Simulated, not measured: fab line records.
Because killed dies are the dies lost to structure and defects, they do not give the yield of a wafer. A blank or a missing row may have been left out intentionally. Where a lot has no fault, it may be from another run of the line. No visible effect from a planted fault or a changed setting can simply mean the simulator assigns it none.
fab line records	flow nand-harc
[record] lots = 14	wafers = 42	last-day = 25
route steps=1159 shown P_BONDPAD@370 A_ZERO_WELL@401 A_ONON_D1@438 END@1159
lots untouched by any fault: they come from a run of this same line in which no faults occurred
start-h: hours from the record's first day to the start of the lot's first wafer shown	wait-h: time in hours since the lot's previous step	" same as the row above	L1.1+2: a row that stands for several wafers	- no value present, or no start provided	* or withheld: withheld	< > ~ a bound
route shown NAME@n: names a module that has steps shown in the file, with the first one's number in the route	usual: mean/standard deviation of fault-free wafers	same: alike in all rows	chamber/n: place in a boat	sites: each site's reading	_std_site: their standard deviation	_edge_site: mean of outer sites minus mean of inner sites	radius-mm: for every site, how far away it sits from the centre of the wafer	mask NAME#n: copy n	behind: the tool/chamber that last shaped the wafer	hold: why the lot went on hold/how many hours it stayed there/how the hold came to an end	device: the n, p or np transistor that did not switch	end of line: the same wafers' tests at the end of the route	a step given without rows: its recipe and nothing more	killed: at the first sort, the dies lost to defects and structure; wafer yield is something else	map: per-die view of a wafer (x killed, . not killed, _ where there is no die)
set.NAME: the setting the step ran with; set.NAME@STEP: the setting that earlier step ran with	model.NAME: the simulator's own value behind a step, which no gauge read
steps of the route over a sample of lots; a table a step, a row a wafer
services: a tool's chamber out of use, with start hour (start-h, from the record's first day; less than 0 if before it), hours out, and reason
[[steps]]
[step NHARC_P_BONDPAD_CD_MEAS_13]
[usual] cd-nm = 499.9/2
lot.wafer	tool	chamber	start-h	wait-h	cd-nm
L515.1	cd-sem-03	-	137.06	-	501.9
L515.2	"	-	"	"	497.9
L515.3	"	-	"	"	497.7
L518.2	cd-sem-03	-	147.80	-	506.2
L518.4	"	-	"	"	503.3
L518.5	"	-	"	"	504.4
L519.2	cd-sem-02	-	159.74	-	502.4
L519.4	"	-	"	"	500.4
L519.5	"	-	"	"	501.0
L522.1	cd-sem-03	-	170.84	-	496.4
L522.3	"	-	"	"	499.8
L522.5	"	-	"	"	503.5
L521.1	cd-sem-01	-	171.74	-	497.7
L521.5	"	-	"	"	501.8
L521.6	"	-	"	"	497.2
L520.1	cd-sem-03	-	177.11	-	500.4
L520.2	"	-	"	"	499.3
L520.6	"	-	"	"	498.4
L523.2	cd-sem-01	-	177.86	-	499.7
L523.4	"	-	"	"	498.8
L523.5	"	-	"	"	502.6
L524.1	cd-sem-02	-	180.85	-	501.0
L524.4	"	-	"	"	498.8
L524.6	"	-	"	"	502.0
L525.1	cd-sem-03	-	181.73	-	498.8
L525.2	"	-	"	"	499.0
L525.5	"	-	"	"	500.3
L527.1	cd-sem-03	-	205.49	-	498.4
L527.2	"	-	"	"	500.0
L527.4	"	-	"	"	497.9
L526.1	cd-sem-02	-	209.34	-	499.3
L526.3	"	-	"	"	498.4
L526.6	"	-	"	"	494.1
L528.2	cd-sem-01	-	211.20	-	499.1
L528.3	"	-	"	"	496.3
L528.4	"	-	"	"	499.5
L536.2	cd-sem-02	-	249.50	-	501.1
L536.4	"	-	"	"	498.0
L536.6	"	-	"	"	498.7
L538.2	cd-sem-01	-	270.98	-	503.5
L538.4	"	-	"	"	502.8
L538.6	"	-	"	"	501.7
[step NHARC_P_BONDPAD_PVD_17]
[recipe] target-thk-a = 50	bias-v = 168.6	power-w = 15000	chamber-pressure-pa = 0.12	time-s = 8.06	substrate-temp-c = 50	material = TaN
[usual] throttle-valve-pct = 30.6/1.1
lot.wafer	tool	chamber	start-h	wait-h	throttle-valve-pct
L515.1	pvd-sputter-01	-	-	-	31.2
L515.3	"	-	"	"	30.1
L515.2	"	-	"	"	31.9
L518.2	pvd-sputter-02	-	-	-	29.9
L518.4	"	-	"	"	31.8
L518.5	"	-	"	"	29.5
L519.2	pvd-sputter-02	-	-	-	29.8
L519.4	"	-	"	"	28.4
L519.5	"	-	"	"	29.9
L522.1	pvd-sputter-03	-	-	-	30.2
L522.3	"	-	"	"	29.5
L522.5	"	-	"	"	30.1
L521.1	pvd-sputter-03	-	-	-	30.0
L521.5	"	-	"	"	32.5
L521.6	"	-	"	"	30.3
L520.1	pvd-sputter-03	-	-	-	30.0
L520.2	"	-	"	"	32.9
L520.6	"	-	"	"	29.9
L523.2	pvd-sputter-02	-	-	-	29.8
L523.4	"	-	"	"	28.9
L523.5	"	-	"	"	31.5
L524.4	pvd-sputter-02	-	-	-	31.5
L524.1	"	-	"	"	28.4
L524.6	"	-	"	"	31.6
L525.1	pvd-sputter-01	-	-	-	31.3
L525.2	"	-	"	"	29.7
L525.5	"	-	"	"	31.6
L527.1	pvd-sputter-01	-	-	-	31.5
L527.2	"	-	"	"	31.3
L527.4	"	-	"	"	29.5
L526.3	pvd-sputter-01	-	-	-	31.4
L526.1	"	-	"	"	31.3
L526.6	"	-	"	"	31.4
L528.2	pvd-sputter-03	-	-	-	30.0
L528.3	"	-	"	"	29.7
L528.4	"	-	"	"	30.7
L536.2	pvd-sputter-03	-	-	-	29.6
L536.4	"	-	"	"	32.9
L536.6	"	-	"	"	29.9
L538.2	pvd-sputter-03	-	-	-	33.2
L538.4	"	-	"	"	30.6
L538.6	"	-	"	"	29.8
[step NHARC_A_ZERO_WELL_CD_MEAS_10]
[recipe] target-cd-nm = 2000	landing-energy-ev = 500
[usual] cd-nm = 2000.3/2.3
lot.wafer	tool	chamber	start-h	wait-h	cd-nm
L515.1	cd-sem-03	0	140.91	-	2000.6
L515.2	"	0	"	"	1998.1
L515.3	"	0	"	"	1999.7
L518.2	cd-sem-02	0	151.55	-	2002.1
L518.4	"	0	"	"	2003.5
L518.5	"	0	"	"	2001.7
L519.2	cd-sem-01	0	163.20	-	2002.5
L519.4	"	0	"	"	2003.3
L519.5	"	0	"	"	2003.3
L522.1	cd-sem-02	0	174.43	-	2000.6
L522.3	"	0	"	"	2002.2
L522.5	"	0	"	"	1998.7
L521.1	cd-sem-03	0	175.34	-	1999.2
L521.5	"	0	"	"	2000.6
L521.6	"	0	"	"	2000.7
L520.1	cd-sem-01	0	180.58	-	1997.5
L520.2	"	0	"	"	1998.4
L520.6	"	0	"	"	1997.2
L523.2	cd-sem-02	0	181.44	-	1998.9
L523.4	"	0	"	"	2001.0
L523.5	"	0	"	"	2001.0
L524.1	cd-sem-03	0	184.40	-	2000.2
L524.4	"	0	"	"	1998.3
L524.6	"	0	"	"	2002.2
L525.1	cd-sem-01	0	185.25	-	2000.5
L525.2	"	0	"	"	1997.4
L525.5	"	0	"	"	1994.7
L527.1	cd-sem-03	0	209.03	-	2000.2
L527.2	"	0	"	"	2000.7
L527.4	"	0	"	"	1997.5
L526.1	cd-sem-02	0	212.92	-	1998.6
L526.3	"	0	"	"	2002.0
L526.6	"	0	"	"	2001.4
L528.2	cd-sem-02	0	214.67	-	1996.1
L528.3	"	0	"	"	2000.4
L528.4	"	0	"	"	2000.7
L536.2	cd-sem-01	0	252.95	-	2005.1
L536.4	"	0	"	"	2002.5
L536.6	"	0	"	"	2002.8
L538.2	cd-sem-02	0	274.54	-	2000.9
L538.4	"	0	"	"	2002.4
L538.6	"	0	"	"	1999.5
[step NHARC_A_ONON_D1_DEP_19]
[recipe] target-thk-a = 10000	n2-flow-sccm = 2750	n2o-flow-sccm = 2000	nh3-flow-sccm = 500	sih4-flow-sccm = 210	temp-c = 400
[usual] n2-flow-sccm = 2753/7.6
lot.wafer	tool	chamber	start-h	wait-h	n2-flow-sccm
L515.1	pecvd-onon-04	0	173.92	0.1	2751
L515.2	"	0	"	"	2760
L515.3	"	0	"	"	2757
L518.2	pecvd-onon-04	0	188.46	0.1	2742
L518.4	"	0	"	"	2754
L518.5	"	0	"	"	2762
L519.2	pecvd-onon-03	0	196.19	0.1	2746
L519.4	"	0	"	"	2761
L519.5	"	0	"	"	2747
L521.1	pecvd-onon-02	0	208.46	0.1	2748
L521.5	"	0	"	"	2744
L521.6	"	0	"	"	2743
L522.1	pecvd-onon-04	0	208.59	0.2	2752
L522.3	"	0	"	"	2747
L522.5	"	0	"	"	2750
L525.1	pecvd-onon-03	0	214.92	0.1	2758
L525.2	"	0	"	"	2750
L525.5	"	0	"	"	2748
L523.2	pecvd-onon-04	0	214.99	0.1	2750
L523.4	"	0	"	"	2756
L523.5	"	0	"	"	2755
L520.1	pecvd-onon-02	0	215.06	0.2	2755
L520.2	"	0	"	"	2762
L520.6	"	0	"	"	2761
L524.1	pecvd-onon-03	0	215.27	0.1	2753
L524.4	"	0	"	"	2746
L524.6	"	0	"	"	2764
L527.1	pecvd-onon-03	0	239.00	0.1	2755
L527.2	"	0	"	"	2747
L527.4	"	0	"	"	2750
L526.1	pecvd-onon-03	0	245.67	0.1	2748
L526.3	"	0	"	"	2754
L526.6	"	0	"	"	2752
L528.2	pecvd-onon-02	0	245.73	0.1	2752
L528.3	"	0	"	"	2770
L528.4	"	0	"	"	2749
L536.2	pecvd-onon-04	0	285.80	0.1	2735
L536.4	"	0	"	"	2744
L536.6	"	0	"	"	2748
L538.2	pecvd-onon-04	0	306.37	0.1	2760
L538.4	"	0	"	"	2754
L538.6	"	0	"	"	2755
[step NHARC_A_ONON_D1_THK_MEAS_21]
[recipe] thk-meas-gauge = ellipsometry
[usual] thk-nm = 1000/9.6
lot.wafer	tool	chamber	start-h	wait-h	thk-nm
L515.1	film-metro-01	-	174.42	-	984
L515.2	"	-	"	"	983
L515.3	"	-	"	"	985
L518.2	film-metro-01	-	188.92	-	1004
L518.4	"	-	"	"	1005
L518.5	"	-	"	"	1005
L519.2	film-metro-01	-	196.64	-	990
L519.4	"	-	"	"	992
L519.5	"	-	"	"	990
L521.1	film-metro-01	-	208.96	-	1003
L521.5	"	-	"	"	1003
L521.6	"	-	"	"	1004
L522.1	film-metro-02	-	209.10	-	1008
L522.3	"	-	"	"	1005
L522.5	"	-	"	"	1006
L525.1	film-metro-02	-	215.43	-	1002
L525.2	"	-	"	"	1000
L525.5	"	-	"	"	1001
L523.2	film-metro-01	-	215.44	-	992
L523.4	"	-	"	"	992
L523.5	"	-	"	"	992
L520.1	film-metro-01	-	215.57	-	992
L520.2	"	-	"	"	991
L520.6	"	-	"	"	990
L524.1	film-metro-02	-	215.79	-	993
L524.4	"	-	"	"	992
L524.6	"	-	"	"	995
L527.1	film-metro-01	-	239.51	-	1635
L527.2	"	-	"	"	1640
L527.4	"	-	"	"	1638
L528.2	film-metro-02	-	246.18	-	995
L528.3	"	-	"	"	996
L528.4	"	-	"	"	997
L526.1	film-metro-01	-	246.21	-	1619
L526.3	"	-	"	"	1620
L526.6	"	-	"	"	1621
L536.2	film-metro-01	-	286.26	-	989
L536.4	"	-	"	"	989
L536.6	"	-	"	"	991
L538.2	film-metro-02	-	306.82	-	986
L538.4	"	-	"	"	988
L538.6	"	-	"	"	987
[step NHARC_END_SORT_01]
[recipe] temp-c = 25
[usual] killed-at-array = 26/10	killed-at-other = 0.8/1.1	killed-at-periphery = 3.3/2.6	killed-dies = 30/11	killed-open = 3.4/1.8	killed-short = 2.0/1.3
[same] gross-dies = 677
lot.wafer	tool	chamber	start-h	wait-h	killed-at-array	killed-at-other	killed-at-periphery	killed-dies	killed-open	killed-short
L527.1	prober-01	0	498.99	2.5	676	0	1	677	6	0
L527.2	prober-01	0	499.78	2.8	676	0	1	677	4	0
L527.4	prober-01	0	501.37	3.4	672	0	5	677	6	3
L526.1	prober-01	0	514.63	2.5	675	1	1	677	6	3
L526.3	prober-01	0	516.23	3.1	675	0	2	677	3	2
L526.6	prober-01	0	518.63	4.0	675	0	2	677	3	3
// killed by level:class
L527.1 A_ONON_D1:area-dep=661 A_CHANNEL_HOLE_D1:chamber-film-flake=7 A_CHANNEL_FILL_D1:geometric-particle:open=2 A_ONON_D1:geometric-particle:open=1 A_CHANNEL_HOLE_D1:geometric-particle:open=1 A_WL_FILL:geometric-particle:open=1 A_CONTACT:geometric-particle:open=1 P_ZERO_WELL:chamber-film-flake=1
L527.2 A_ONON_D1:area-dep=667 A_CHANNEL_HOLE_D1:chamber-film-flake=4 A_CONTACT:geometric-particle:open=3 A_M0:geometric-particle:open=1 P_ZERO_WELL:chamber-film-flake=1 A_CONTACT:chamber-film-flake=1
L527.4 A_ONON_D1:area-dep=657 A_CHANNEL_HOLE_D1:chamber-film-flake=6 A_CONTACT:chamber-film-flake=4 P_CONTACT:geometric-particle:open=2 P_CONTACT:geometric-particle:short=1 P_M1:geometric-particle:open=1 A_CHANNEL_HOLE_D1:geometric-particle:short=1 A_CHANNEL_HOLE_D1:geometric-particle:open=1
L526.1 A_ONON_D1:area-dep=643 A_SLIT:chamber-film-flake=14 A_CHANNEL_HOLE_D1:chamber-film-flake=4 A_CONTACT:geometric-particle:open=3 A_STAIRCASE:chamber-film-flake=3 A_BLC:geometric-particle:open=2 A_CONTACT:chamber-film-flake=2 P_M2:geometric-particle:short=1
L526.3 A_ONON_D1:area-dep=628 A_SLIT:chamber-film-flake=16 A_CHANNEL_HOLE_D1:chamber-film-flake=15 A_CONTACT:chamber-film-flake=9 A_ZERO_WELL:chamber-film-flake=2 A_STAIRCASE:chamber-film-flake=2 P_CONTACT:geometric-particle:short=1 P_M0:geometric-particle:open=1
L526.6 A_ONON_D1:area-dep=640 A_CHANNEL_HOLE_D1:chamber-film-flake=15 A_SLIT:chamber-film-flake=10 A_CONTACT:chamber-film-flake=4 A_STAIRCASE:chamber-film-flake=2 P_M0:geometric-particle:open=1 P_M1:geometric-particle:short=1 A_ONON_D1:geometric-particle:open=1
[[services]]
tool	chamber	start-h	hours	kind
pvd-sputter-02	-	124.20	8.7	repair
pecvd-onon-03	-	153.00	13.0	pm
pvd-sputter-01	-	158.00	10.0	pm
pvd-sputter-02	-	214.00	10.0	pm
pvd-sputter-01	-	214.43	1.0	repair
pvd-sputter-03	-	220.80	4.7	repair
pecvd-onon-04	-	237.28	13.0	pm
pvd-sputter-01	-	270.11	4.0	repair
pvd-sputter-03	-	272.38	0.9	repair
pvd-sputter-03	-	280.09	10.0	pm
pecvd-onon-02	-	292.00	13.0	pm
[[key]]
[first-sign] step = NHARC_A_ONON_D1_THK_MEAS_21	reading = thk-nm	direction = up	sigmas = 65	usual = 1000	struck = 1629
[effect] step = NHARC_END_SORT_01	reading = killed-at-array	direction = up	sigmas = 62	usual = 26	struck = 675
[more-kills-born-at] NHARC_A_ONON_D1_DEP_19@pecvd-onon-03 = 3896
met-at NHARC_A_ONON_D1_DEP_19
struck-lots L526,L527
struck-wafers L526.1,L526.3,L526.6,L527.1,L527.2,L527.4
later-rows-left-out L526.1,L526.3,L526.6,L527.1,L527.2,L527.4
tester-left-out L526,L527
not-acting-at NHARC_P_BONDPAD_CD_MEAS_13,NHARC_P_BONDPAD_PVD_17,NHARC_A_ZERO_WELL_CD_MEAS_10
onset-between 215.27 239.00
[fault] kind = process-parameter-drift	tool = pecvd-onon-03	chamber = 0	onset-h = 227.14	steps = NHARC_A_ONON_D1_DEP_19	channel = target-thk-a	offset = *	shape = step	end-h = 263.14	acts-in = *	stated = *
// tester-left-out: of these lots the tester's yield and bins aren't shown, on N5 and GAA mostly nor the transistor test; their killed dies are dies lost to structure and defects alone, not to doping, threshold or leakage, so they don't give the yield
// later-rows-left-out: the simulator's readings of these wafers behind a module that went badly wrong aren't trusted and aren't shown, but for the sort
